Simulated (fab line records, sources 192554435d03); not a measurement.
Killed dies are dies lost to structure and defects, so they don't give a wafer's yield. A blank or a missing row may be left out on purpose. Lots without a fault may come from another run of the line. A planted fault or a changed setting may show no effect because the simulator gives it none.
Which tool did it? | flow n5_finfet | 12 lots, 36 wafers sampled, at 4 steps of a route of 1938

WHAT THE GAUGES READ, wafer by wafer
N5_BEOL_M15_THK_MEAS_50: measures by xrf.
lot  | measured     | on            | M15_THK (nm)
L396 | day 12 17:25 | film_metro-02 | 819 835 828
L398 | day 12 20:55 | film_metro-01 | 845 859 859
L399 | day 12 21:16 | film_metro-01 | 841 812 822
L400 | day 13 12:58 | film_metro-01 | 845 830 822
L401 | day 13 18:23 | film_metro-01 | 844 870 842
L402 | day 13 23:56 | film_metro-01 | 836 864 838
L403 | day 14 06:14 | film_metro-01 | 857 841 823
L404 | day 14 15:30 | film_metro-01 | 842 870 867
L405 | day 14 18:28 | film_metro-02 | 830 837 820
L406 | day 15 11:19 | film_metro-01 | 833 860 873
L409 | day 15 12:04 | film_metro-01 | 834 806 849
L417 | day 17 11:08 | film_metro-01 | 884 865 875

N5_MIM_BOT_LITHO_OVL_MEAS_11.
lot  | measured     | on         | MIM_BOT_OVL (nm)
L396 | day 12 22:41 | overlay-01 | 1 -3 9
L398 | day 13 01:39 | overlay-01 | -3 4 2
L399 | day 13 03:34 | overlay-01 | 1 1 -5
L400 | day 13 17:26 | overlay-02 | -1 4 -3
L401 | day 13 23:43 | overlay-02 | -2 2 7
L402 | day 14 05:16 | overlay-02 | 7 2 3
L403 | day 14 10:23 | overlay-02 | 4 2 1
L404 | day 14 19:29 | overlay-02 | -6 -7 -7
L405 | day 14 23:00 | overlay-01 | -2 -5 -1
L406 | day 15 16:22 | overlay-02 | -5 -7 -4
L409 | day 15 16:32 | overlay-01 | 4 9 1
L417 | day 17 16:22 | overlay-02 | -1 3 0

WHICH TOOL RAN EACH LOT (tool, then ch and the chambers of the sampled wafers, then the start)
lot  | N5_MIM_TOP_ALD_02                           | N5_MIM_TOP_ETCH_ETCH_00
L396 | ald_hk-02 ch 1,2,3, day 12 21:51 or earlier | rie_metal-03 ch 0,1, day 12 21:51
L398 | ald_hk-01 ch 0,3, day 13 00:43 or earlier   | rie_metal-01 ch 0,1, day 13 00:43
L399 | ald_hk-02 ch 0,1,3, day 13 02:45 or earlier | rie_metal-02 ch 0, day 13 02:45
L400 | ald_hk-03 ch 1,2, day 13 16:43 or earlier   | rie_metal-01 ch 0,1, day 13 16:43
L401 | ald_hk-03 ch 0,2, day 13 22:59 or earlier   | rie_metal-03 ch 1, day 13 22:59
L402 | ald_hk-02 ch 1,3, day 14 04:32 or earlier   | rie_metal-01 ch 0, day 14 04:32
L403 | ald_hk-02 ch 0,1,2, day 14 09:39 or earlier | rie_metal-02 ch 0,1, day 14 09:39
L404 | ald_hk-03 ch 1,2, day 14 18:41 or earlier   | rie_metal-01 ch 0,1, day 14 18:41
L405 | ald_hk-03 ch 0,2,3, day 14 22:20 or earlier | rie_metal-02 ch 0,1, day 14 22:20
L406 | ald_hk-02 ch 1,2, day 15 15:22 or earlier   | rie_metal-02 ch 0, day 15 15:22
L409 | ald_hk-01 ch 1,2,3, day 15 15:31 or earlier | rie_metal-02 ch 0,1, day 15 15:31
L417 | ald_hk-01 ch 0,3, day 17 15:38 or earlier   | rie_metal-03 ch 0,1, day 17 15:38
- N5_MIM_TOP_ALD_02: deposits Al2O3, purge time 3 s, co reactant pulse time 3 s.
- N5_MIM_TOP_ETCH_ETCH_00: etches TiN in Cl2/BCl3, target depth 38.5 nm.

WHAT THE TOOLS THEMSELVES READ (means of the sampled wafers that have a number; where no wafer has one, the mark that the record gives instead)
N5_MIM_TOP_ALD_02.
lot  | tool      | precursor_pulse_height_rel
L396 | ald_hk-02 | 1.005
L398 | ald_hk-01 | 0.990
L399 | ald_hk-02 | 0.991
L400 | ald_hk-03 | 1.010
L401 | ald_hk-03 | 0.990
L402 | ald_hk-02 | 1.010
L403 | ald_hk-02 | 1.015
L404 | ald_hk-03 | 1.011
L405 | ald_hk-03 | 0.970
L406 | ald_hk-02 | 0.987
L409 | ald_hk-01 | 0.979
L417 | ald_hk-01 | 1.017

N5_MIM_TOP_ETCH_ETCH_00.
lot  | tool         | bias_w (W) | drypump_motor_current_A (A) | oes_product_au (a.u.) | throttle_valve_pct (%)
L396 | rie_metal-03 | 126.0      | 5.5                         | 0.74                  | 22.63
L398 | rie_metal-01 | 126.1      | 6.1                         | 0.74                  | 22.58
L399 | rie_metal-02 | 125.9      | 5.9                         | 0.86                  | 22.47
L400 | rie_metal-01 | 126.0      | 6.3                         | 0.76                  | 22.63
L401 | rie_metal-03 | 126.0      | 5.7                         | 0.68                  | 22.63
L402 | rie_metal-01 | 125.7      | 6.6                         | 0.78                  | 22.67
L403 | rie_metal-02 | 126.6      | 5.6                         | 0.74                  | 22.67
L404 | rie_metal-01 | 126.3      | 6.1                         | 0.74                  | 22.58
L405 | rie_metal-02 | 125.8      | 5.8                         | 0.79                  | 22.57
L406 | rie_metal-02 | 114.6      | 5.9                         | 0.81                  | 22.48
L409 | rie_metal-02 | 114.8      | 5.6                         | 0.72                  | 22.68
L417 | rie_metal-03 | 125.9      | 5.5                         | 0.70                  | 22.65

THE ANSWER, worked out from the rows above alone
Rule: what is usual is taken from the lots themselves. Put in order of their means at a reading, lots are off if they are a third of the lots or fewer, leave a main group of 4 or more, and stand apart from it by a gap of 3 or more times the standard deviation of the main group's means; of several such gaps the widest counts. A main group whose means are all the same, to the digits that the tables above print for the reading, isn't used. A lot without any number at a reading at which 4 lots or more have one is off too. The other lots that the step has rows for count as sound. The gauges are gone through in route order, then the tools' own readings, and for those a lot's mean is taken as printed above. The first step at which some lot is off is used, and at that step the reading that is off furthest; a lot without a number counts as furthest.
Off: L406, L409, at N5_MIM_TOP_ETCH_ETCH_00 (bias_w). The main group: mean 126.0 W, standard deviation 0.25.
A tool fits if, at that step or a process step before it, it ran every lot that is off, and no sound lot after the first of them. N5_MIM_TOP_ALD_02 gives no start for some lots, so the hours and the order of its lots are those of N5_MIM_TOP_ETCH_ETCH_00. One fits: rie_metal-02 at N5_MIM_TOP_ETCH_ETCH_00. Its last sound lot is L405 (day 14 22:20), its first lot that is off L406 (day 15 15:22): a fault that began between those two fits.
The tool's own readings at N5_MIM_TOP_ETCH_ETCH_00 bear it out: on the lots that are off they differ by more than 5 times the standard deviation of the sound lots' means. bias_w reads 114.7 W there against 126.0 W on the sound lots.

WHAT THE SIMULATOR HAD PUT IN
Process parameter drift: rie_metal-02, from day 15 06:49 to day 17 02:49, at N5_MIM_TOP_ETCH_ETCH_00. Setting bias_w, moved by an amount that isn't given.
Lots struck among those shown: L406, L409. The rule above found the same.
